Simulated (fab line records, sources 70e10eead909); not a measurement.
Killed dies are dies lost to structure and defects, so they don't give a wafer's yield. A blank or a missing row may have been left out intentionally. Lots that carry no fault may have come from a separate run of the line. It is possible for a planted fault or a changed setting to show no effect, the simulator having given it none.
What tool caused it? | flow nand_harc | 24 lots with 72 wafers sampled at 6 steps, on a route of 1302 steps

## WHAT THE GAUGES SHOWED, per wafer
No reading from a measuring or inspecting step in the record can be judged against a usual standard deviation.

## WHAT TOOL EACH LOT RAN ON (gives the tool, then ch and the chambers of the sampled wafers, and finally the start)
lot  | NHARC_A_STAIRCASE_TRIM_20          | NHARC_A_STAIRCASE_ETCH_23      | NHARC_A_STAIRCASE_ETCH_27      | NHARC_A_STAIRCASE_ETCH_188     | NHARC_A_STAIRCASE_TRIM_233     | NHARC_A_STAIRCASE_ETCH_236
L074 | rie_diel-01 ch 0,1,3, day 15 16:38 | rie_diel-01 ch 0,1,3, no start | rie_diel-01 ch 1,2,3, no start | rie_diel-01 ch 0,2,3, no start | rie_diel-01 ch 0,1,3, no start | rie_diel-01 ch 1,2,3, no start
L075 | rie_diel-04 ch 0,1,2, day 16 04:43 | rie_diel-04 ch 1,2,3, no start | rie_diel-04 ch 0,2,3, no start | rie_diel-06 ch 1,2,3, no start | rie_diel-06 ch 0,1,2, no start | rie_diel-06 ch 0,1,3, no start
L076 | rie_diel-04 ch 0,3, day 16 05:25   | rie_diel-04 ch 0,1,2, no start | rie_diel-04 ch 0,1,2, no start | rie_diel-04 ch 0,1, no start   | rie_diel-01 ch 0,3, no start   | rie_diel-01 ch 0,2,3, no start
L077 | rie_diel-04 ch 1,2,3, day 16 20:09 | rie_diel-04 ch 0,2,3, no start | rie_diel-04 ch 0,2,3, no start | rie_diel-04 ch 0,1,3, no start | rie_diel-04 ch 1,2,3, no start | rie_diel-04 ch 0,2,3, no start
L078 | rie_diel-01 ch 0,1, day 17 10:21   | rie_diel-01 ch 1,3, no start   | rie_diel-01 ch 0,2, no start   | rie_diel-06 ch 2,3, no start   | rie_diel-01 ch 2,3, no start   | rie_diel-01 ch 1,2, no start
L079 | rie_diel-01 ch 0,1,3, day 17 20:30 | rie_diel-01 ch 2,3, no start   | rie_diel-01 ch 0,3, no start   | rie_diel-06 ch 0,2,3, no start | rie_diel-06 ch 0,3, no start   | rie_diel-06 ch 1,2,3, no start
L080 | rie_diel-01 ch 1,3, day 18 04:23   | rie_diel-01 ch 2,3, no start   | rie_diel-01 ch 1,2, no start   | rie_diel-04 ch 0,2,3, no start | rie_diel-06 ch 0,1,2, no start | rie_diel-06 ch 0,1,2, no start
L082 | rie_diel-04 ch 0,2,3, day 18 18:25 | rie_diel-04 ch 0,1, no start   | rie_diel-04 ch 0,2,3, no start | rie_diel-01 ch 0,3, no start   | rie_diel-04 ch 1,2, no start   | rie_diel-04 ch 0,2,3, no start
L081 | rie_diel-01 ch 1,2,3, day 18 18:55 | rie_diel-01 ch 0,1,2, no start | rie_diel-01 ch 0,2, no start   | rie_diel-01 ch 0,1,3, no start | rie_diel-06 ch 1,3, no start   | rie_diel-06 ch 0,1, no start
L085 | rie_diel-04 ch 0,2,3, day 19 22:24 | rie_diel-04 ch 1,2,3, no start | rie_diel-04 ch 1,2,3, no start | rie_diel-06 ch 0,1,2, no start | rie_diel-04 ch 0,1,2, no start | rie_diel-04 ch 1,2,3, no start
L084 | rie_diel-04 ch 0,1, day 20 01:56   | rie_diel-04 ch 0,1,2, no start | rie_diel-04 ch 0,1,2, no start | rie_diel-04 ch 1,2,3, no start | rie_diel-01 ch 1,2,3, no start | rie_diel-01 ch 2,3, no start
L083 | rie_diel-01 ch 1,3, day 20 02:09   | rie_diel-01 ch 1,3, no start   | rie_diel-01 ch 1,2,3, no start | rie_diel-01 ch 0,1,2, no start | rie_diel-06 ch 1,3, no start   | rie_diel-06 ch 1,2, no start
L086 | rie_diel-04 ch 1,2, day 21 03:56   | rie_diel-04 ch 1,2,3, no start | rie_diel-04 ch 1,2,3, no start | rie_diel-01 ch 0,1, no start   | rie_diel-06 ch 1,3, no start   | rie_diel-06 ch 0,1, no start
L087 | rie_diel-01 ch 0,1,3, day 21 04:40 | rie_diel-01 ch 0,2,3, no start | rie_diel-01 ch 0,2,3, no start | rie_diel-01 ch 0,1,3, no start | rie_diel-01 ch 0,1,2, no start | rie_diel-01 ch 0,2,3, no start
L088 | rie_diel-06 ch 0,2, day 21 17:23   | rie_diel-06 ch 0,2,3, no start | rie_diel-06 ch 0,1, no start   | rie_diel-06 ch 0,2,3, no start | rie_diel-04 ch 0,2,3, no start | rie_diel-04 ch 1,3, no start
L089 | rie_diel-06 ch 0,2,3, day 21 17:37 | rie_diel-06 ch 1,2,3, no start | rie_diel-06 ch 1,2,3, no start | rie_diel-01 ch 0,1,2, no start | rie_diel-06 ch 0,2,3, no start | rie_diel-06 ch 0,1,2, no start
L090 | rie_diel-01 ch 2,3, day 22 06:36   | rie_diel-01 ch 0,2,3, no start | rie_diel-01 ch 0,2,3, no start | rie_diel-01 ch 0,3, no start   | rie_diel-06 ch 0,1,2, no start | rie_diel-06 ch 1,2, no start
L091 | rie_diel-01 ch 1,2,3, day 23 02:47 | rie_diel-01 ch 0,1,2, no start | rie_diel-01 ch 0,1,3, no start | rie_diel-06 ch 1,2, no start   | rie_diel-01 ch 0,2,3, no start | rie_diel-01 ch 1,2,3, no start
L092 | rie_diel-01 ch 0,1, day 23 10:51   | rie_diel-01 ch 0,3, no start   | rie_diel-01 ch 1,2, no start   | rie_diel-01 ch 0,1,2, no start | rie_diel-04 ch 1,2,3, no start | rie_diel-04 ch 1,2, no start
L093 | rie_diel-04 ch 0,1, day 23 14:22   | rie_diel-04 ch 0,2,3, no start | rie_diel-04 ch 0,1,2, no start | rie_diel-01 ch 1,2,3, no start | rie_diel-01 ch 2,3, no start   | rie_diel-01 ch 0,2, no start
L094 | rie_diel-04 ch 0,1,3, day 24 08:11 | rie_diel-04 ch 0,1, no start   | rie_diel-04 ch 0,2,3, no start | rie_diel-04 ch 0,3, no start   | rie_diel-04 ch 0,3, no start   | rie_diel-04 ch 0,1,2, no start
L095 | rie_diel-01 ch 0,1,3, day 24 19:47 | rie_diel-01 ch 1,2,3, no start | rie_diel-01 ch 0,1,2, no start | rie_diel-04 ch 1,2,3, no start | rie_diel-01 ch 0,1,2, no start | rie_diel-01 ch 0,3, no start
L096 | rie_diel-04 ch 1,2,3, day 24 19:56 | rie_diel-04 ch 2,3, no start   | rie_diel-04 ch 0,2, no start   | rie_diel-01 ch 1,3, no start   | rie_diel-01 ch 1,3, no start   | rie_diel-01 ch 0,2,3, no start
L097 | rie_diel-06 ch 1,3, day 25 05:49   | rie_diel-06 ch 0,1,2, no start | rie_diel-06 ch 0,2,3, no start | rie_diel-06 ch 0,2,3, no start | rie_diel-06 ch 0,1,3, no start | rie_diel-06 ch 1,2, no start
- NHARC_A_STAIRCASE_TRIM_20: chemistry O2, time 211.2 s.
- NHARC_A_STAIRCASE_ETCH_23: etches the open film in C4F8/O2, target depth 100 nm, time 40.5 s.
- NHARC_A_STAIRCASE_ETCH_27: etches the open film in C4F8/O2, target depth 100 nm, time 40.5 s.
- NHARC_A_STAIRCASE_ETCH_188: etches the open film in C4F8/O2, target depth 100 nm, time 40.5 s.
- NHARC_A_STAIRCASE_TRIM_233: chemistry O2, time 211.2 s.
- NHARC_A_STAIRCASE_ETCH_236: etches the open film in C4F8/O2, target depth 100 nm, time 40.5 s.

## AS READ BY THE TOOLS THEMSELVES (means over the sampled wafers that have a number; for cases with no such wafer, the mark the record gives instead)
NHARC_A_STAIRCASE_TRIM_20. Usual: drypump_motor_current_A 6.0 A, standard deviation 0.36; oes_product_au 1.000 a.u., standard deviation 0.0059; rf_vpp_V 57.9 V, standard deviation 0.91; showerhead_plenum_p_Torr 3.57 Torr, standard deviation 0.18; throttle_valve_pct 17.037 %, standard deviation 0.009.
lot  | tool        | drypump_motor_current_A (A) | oes_product_au (a.u.) | rf_vpp_V (V) | showerhead_plenum_p_Torr (Torr) | throttle_valve_pct (%) | flag
L074 | rie_diel-01 | 5.6                         | 1.001                 | 58.2         | 3.55                            | 17.033                 |
L075 | rie_diel-04 | 6.3                         | 0.996                 | 57.6         | 3.48                            | 17.029                 |
L076 | rie_diel-04 | 6.0                         | 0.999                 | 57.4         | 3.52                            | 17.034                 |
L077 | rie_diel-04 | 6.0                         | 1.004                 | 57.8         | 3.62                            | 17.038                 |
L078 | rie_diel-01 | 5.5                         | 1.006                 | 57.4         | 3.44                            | 17.033                 |
L079 | rie_diel-01 | 5.7                         | 1.005                 | 57.7         | 3.54                            | 17.039                 |
L080 | rie_diel-01 | 5.8                         | 1.003                 | 57.5         | 3.66                            | 17.046                 |
L082 | rie_diel-04 | 6.0                         | 1.000                 | 57.3         | 3.59                            | 17.033                 |
L081 | rie_diel-01 | 5.8                         | 0.997                 | 58.2         | 3.67                            | 17.033                 |
L085 | rie_diel-04 | 6.0                         | 0.997                 | 57.6         | 3.59                            | 17.034                 |
L084 | rie_diel-04 | 6.2                         | 0.993                 | 57.4         | 3.38                            | 17.033                 |
L083 | rie_diel-01 | 5.6                         | 1.004                 | 58.0         | 3.55                            | 17.032                 |
L086 | rie_diel-04 | 6.3                         | 0.999                 | 57.3         | 3.47                            | 17.033                 |
L087 | rie_diel-01 | 5.7                         | 1.002                 | 58.2         | 3.53                            | 17.037                 |
L088 | rie_diel-06 | 6.2                         | 1.005                 | 58.0         | 3.52                            | 17.039                 |
L089 | rie_diel-06 | 6.3                         | 1.011                 | 58.5         | 3.59                            | 17.039                 |
L090 | rie_diel-01 | 6.0                         | 1.003                 | 58.0         | 3.76                            | 17.032                 |
L091 | rie_diel-01 | 5.8                         | 0.998                 | 58.4         | 3.65                            | 17.029                 |
L092 | rie_diel-01 | 5.5                         | 0.999                 | 57.7         | 3.41                            | 17.047                 |
L093 | rie_diel-04 | 6.2                         | 1.002                 | 57.4         | 3.36                            | 17.033                 |
L094 | rie_diel-04 | 6.0                         | 0.996                 | 56.9         | 3.50                            | 17.041                 |
L095 | rie_diel-01 | 5.7                         | 0.996                 | 58.0         | 3.51                            | 17.035                 |
L096 | rie_diel-04 | 6.0                         | 1.001                 | 57.5         | 3.59                            | 17.029                 |
L097 | rie_diel-06 | 6.4                         | 0.997                 | 58.5         | 3.74                            | 17.037                 |

NHARC_A_STAIRCASE_ETCH_23. Usual: oes_product_au 0.950 a.u., standard deviation 0.013; rf_vpp_V 898 V, standard deviation 6.5.
lot  | tool        | oes_product_au (a.u.) | rf_vpp_V (V) | flag
L074 | rie_diel-01 | 0.938                 | 897          |
L075 | rie_diel-04 | 0.961                 | 900          |
L076 | rie_diel-04 | 0.922                 | 895          |
L077 | rie_diel-04 | 0.958                 | 898          |
L078 | rie_diel-01 | 0.939                 | 897          |
L079 | rie_diel-01 | 0.966                 | 906          |
L080 | rie_diel-01 | 0.962                 | 905          |
L082 | rie_diel-04 | 0.957                 | 890          |
L081 | rie_diel-01 | 0.964                 | 898          |
L085 | rie_diel-04 | 0.945                 | 898          |
L084 | rie_diel-04 | 0.962                 | 894          |
L083 | rie_diel-01 | 0.956                 | 900          |
L086 | rie_diel-04 | 0.954                 | 899          |
L087 | rie_diel-01 | 0.935                 | 900          |
L088 | rie_diel-06 | 0.940                 | 898          |
L089 | rie_diel-06 | 0.942                 | 902          |
L090 | rie_diel-01 | 0.944                 | 900          |
L091 | rie_diel-01 | 0.952                 | 895          |
L092 | rie_diel-01 | 0.957                 | 895          |
L093 | rie_diel-04 | 0.970                 | 897          |
L094 | rie_diel-04 | 0.933                 | 891          |
L095 | rie_diel-01 | 0.964                 | 900          |
L096 | rie_diel-04 | 0.943                 | 902          |
L097 | rie_diel-06 | 0.937                 | 899          |

NHARC_A_STAIRCASE_ETCH_27. Usual: oes_product_au 0.944 a.u., standard deviation 0.0092; rf_vpp_V 898 V, standard deviation 6.4.
lot  | tool        | oes_product_au (a.u.) | rf_vpp_V (V) | flag
L074 | rie_diel-01 | 0.942                 | 895          |
L075 | rie_diel-04 | 0.932                 | 900          |
L076 | rie_diel-04 | 0.946                 | 894          |
L077 | rie_diel-04 | 0.944                 | 898          |
L078 | rie_diel-01 | 0.953                 | 900          |
L079 | rie_diel-01 | 0.964                 | 896          |
L080 | rie_diel-01 | 0.950                 | 902          |
L082 | rie_diel-04 | 0.947                 | 898          |
L081 | rie_diel-01 | 0.952                 | 900          |
L085 | rie_diel-04 | 0.946                 | 898          |
L084 | rie_diel-04 | 0.944                 | 894          |
L083 | rie_diel-01 | 0.948                 | 901          |
L086 | rie_diel-04 | 0.942                 | 899          |
L087 | rie_diel-01 | 0.936                 | 900          |
L088 | rie_diel-06 | 0.937                 | 899          |
L089 | rie_diel-06 | 0.941                 | 902          |
L090 | rie_diel-01 | 0.936                 | 900          |
L091 | rie_diel-01 | 0.949                 | 896          |
L092 | rie_diel-01 | 0.942                 | 900          |
L093 | rie_diel-04 | 0.939                 | 893          |
L094 | rie_diel-04 | 0.938                 | 898          |
L095 | rie_diel-01 | 0.945                 | 896          |
L096 | rie_diel-04 | 0.946                 | 892          |
L097 | rie_diel-06 | 0.946                 | 897          |

NHARC_A_STAIRCASE_ETCH_188. Usual: oes_product_au 0.938 a.u., standard deviation 0.012; rf_vpp_V 898 V, standard deviation 6.1.
lot  | tool        | oes_product_au (a.u.) | rf_vpp_V (V) | flag
L074 | rie_diel-01 | 0.933                 | 895          |
L075 | rie_diel-06 | 0.925                 | 903          |
L076 | rie_diel-04 | 0.951                 | 892          |
L077 | rie_diel-04 | 0.937                 | 896          |
L078 | rie_diel-06 | 0.941                 | 902          |
L079 | rie_diel-06 | 0.952                 | 899          |
L080 | rie_diel-04 | 0.924                 | 898          |
L082 | rie_diel-01 | 0.948                 | 901          |
L081 | rie_diel-01 | 0.938                 | 897          |
L085 | rie_diel-06 | 0.929                 | 898          |
L084 | rie_diel-04 | 0.933                 | 898          |
L083 | rie_diel-01 | 0.941                 | 896          |
L086 | rie_diel-01 | 0.926                 | 891          |
L087 | rie_diel-01 | 0.925                 | 897          |
L088 | rie_diel-06 | 0.947                 | 899          |
L089 | rie_diel-01 | 0.951                 | 896          |
L090 | rie_diel-01 | 0.926                 | 900          |
L091 | rie_diel-06 | 0.926                 | 900          |
L092 | rie_diel-01 | 0.938                 | 895          |
L093 | rie_diel-01 | 0.952                 | 900          |
L094 | rie_diel-04 | 0.947                 | 895          |
L095 | rie_diel-04 | 0.933                 | 898          |
L096 | rie_diel-01 | 0.955                 | 895          |
L097 | rie_diel-06 | 0.939                 | 898          |

NHARC_A_STAIRCASE_TRIM_233. Usual: drypump_motor_current_A 6.1 A, standard deviation 0.36; oes_product_au 1.000 a.u., standard deviation 0.0079; rf_vpp_V 58.0 V, standard deviation 1.1; showerhead_plenum_p_Torr 3.59 Torr, standard deviation 0.16; throttle_valve_pct 17.036 %, standard deviation 0.0091.
lot  | tool        | drypump_motor_current_A (A) | oes_product_au (a.u.) | rf_vpp_V (V) | showerhead_plenum_p_Torr (Torr) | throttle_valve_pct (%) | flag
L074 | rie_diel-01 | 5.7                         | 1.000                 | 58.4         | 3.55                            | 17.037                 |
L075 | rie_diel-06 | 6.3                         | 0.998                 | 58.2         | 3.63                            | 17.032                 |
L076 | rie_diel-01 | 5.8                         | 0.990                 | 57.1         | 3.53                            | 17.032                 |
L077 | rie_diel-04 | 6.0                         | 0.997                 | 57.8         | 3.62                            | 17.023                 |
L078 | rie_diel-01 | 6.0                         | 1.004                 | 58.5         | 3.78                            | 17.037                 |
L079 | rie_diel-06 | 6.2                         | 1.003                 | 57.5         | 3.57                            | 17.032                 |
L080 | rie_diel-06 | 6.3                         | 0.991                 | 57.8         | 3.63                            | 17.034                 |
L082 | rie_diel-04 | 6.3                         | 1.003                 | 57.7         | 3.48                            | 17.038                 |
L081 | rie_diel-06 | 6.5                         | 0.999                 | 57.4         | 3.74                            | 17.046                 |
L085 | rie_diel-04 | 6.3                         | 0.992                 | 57.4         | 3.46                            | 17.037                 |
L084 | rie_diel-01 | 5.8                         | 1.002                 | 58.4         | 3.66                            | 17.032                 |
L083 | rie_diel-06 | 6.4                         | 1.002                 | 59.2         | 3.76                            | 17.036                 |
L086 | rie_diel-06 | 6.4                         | 0.998                 | 58.0         | 3.76                            | 17.040                 |
L087 | rie_diel-01 | 5.7                         | 1.000                 | 57.2         | 3.53                            | 17.038                 |
L088 | rie_diel-04 | 6.0                         | 1.001                 | 57.6         | 3.58                            | 17.033                 |
L089 | rie_diel-06 | 6.3                         | 1.009                 | 58.0         | 3.59                            | 17.033                 |
L090 | rie_diel-06 | 6.3                         | 0.995                 | 58.5         | 3.61                            | 17.036                 |
L091 | rie_diel-01 | 5.9                         | 1.004                 | 58.0         | 3.63                            | 17.039                 |
L092 | rie_diel-04 | 6.0                         | 1.000                 | 58.6         | 3.59                            | 17.039                 |
L093 | rie_diel-01 | 6.1                         | 1.003                 | 59.6         | 3.76                            | 17.037                 |
L094 | rie_diel-04 | 5.7                         | 1.003                 | 57.9         | 3.63                            | 17.046                 |
L095 | rie_diel-01 | 5.7                         | 0.997                 | 58.2         | 3.52                            | 17.030                 |
L096 | rie_diel-01 | 5.8                         | 1.013                 | 57.9         | 3.63                            | 17.036                 |
L097 | rie_diel-06 | 6.3                         | 0.997                 | 57.7         | 3.64                            | 17.045                 |

NHARC_A_STAIRCASE_ETCH_236. Usual: oes_product_au 0.944 a.u., standard deviation 0.0094; rf_vpp_V 898 V, standard deviation 5.9.
lot  | tool        | oes_product_au (a.u.) | rf_vpp_V (V) | flag
L074 | rie_diel-01 | 0.948                 | 895          |
L075 | rie_diel-06 | 0.944                 | 901          |
L076 | rie_diel-01 | 0.949                 | 894          |
L077 | rie_diel-04 | 0.940                 | 899          |
L078 | rie_diel-01 | 0.943                 | 898          |
L079 | rie_diel-06 | 0.954                 | 903          |
L080 | rie_diel-06 | 0.950                 | 899          |
L082 | rie_diel-04 | 0.949                 | 898          |
L081 | rie_diel-06 | 0.937                 | 898          |
L085 | rie_diel-04 | 0.937                 | 899          |
L084 | rie_diel-01 | 0.948                 | 906          |
L083 | rie_diel-06 | 0.949                 | 901          |
L086 | rie_diel-06 | 0.940                 | 898          |
L087 | rie_diel-01 | 0.949                 | 900          |
L088 | rie_diel-04 | 0.944                 | 897          |
L089 | rie_diel-06 | 0.950                 | 898          |
L090 | rie_diel-06 | 0.931                 | 900          |
L091 | rie_diel-01 | 0.938                 | 900          |
L092 | rie_diel-04 | 0.941                 | 894          |
L093 | rie_diel-01 | 0.955                 | 901          |
L094 | rie_diel-04 | 0.931                 | 893          |
L095 | rie_diel-01 | 0.943                 | 899          |
L096 | rie_diel-01 | 0.940                 | 899          |
L097 | rie_diel-06 | 0.927                 | 900          |

## THE ANSWER, worked out from the rows above alone
Rule: a lot counts as off when the mean over its wafers that have a number is more than 3 standard deviations away from the usual mean. A lot without any number at a reading at which 4 lots or more have one is off too. The other lots that the step has rows for count as sound. First the gauges in route order, then the tools' own readings, where a lot's mean is used as printed above. At the first step where some lot is off, the reading lying furthest off is the one used; lots without a number count as furthest.
Across all readings shown, no lot is off: no conclusion can be drawn from this.

## WHAT THE SIMULATOR HAD INSERTED
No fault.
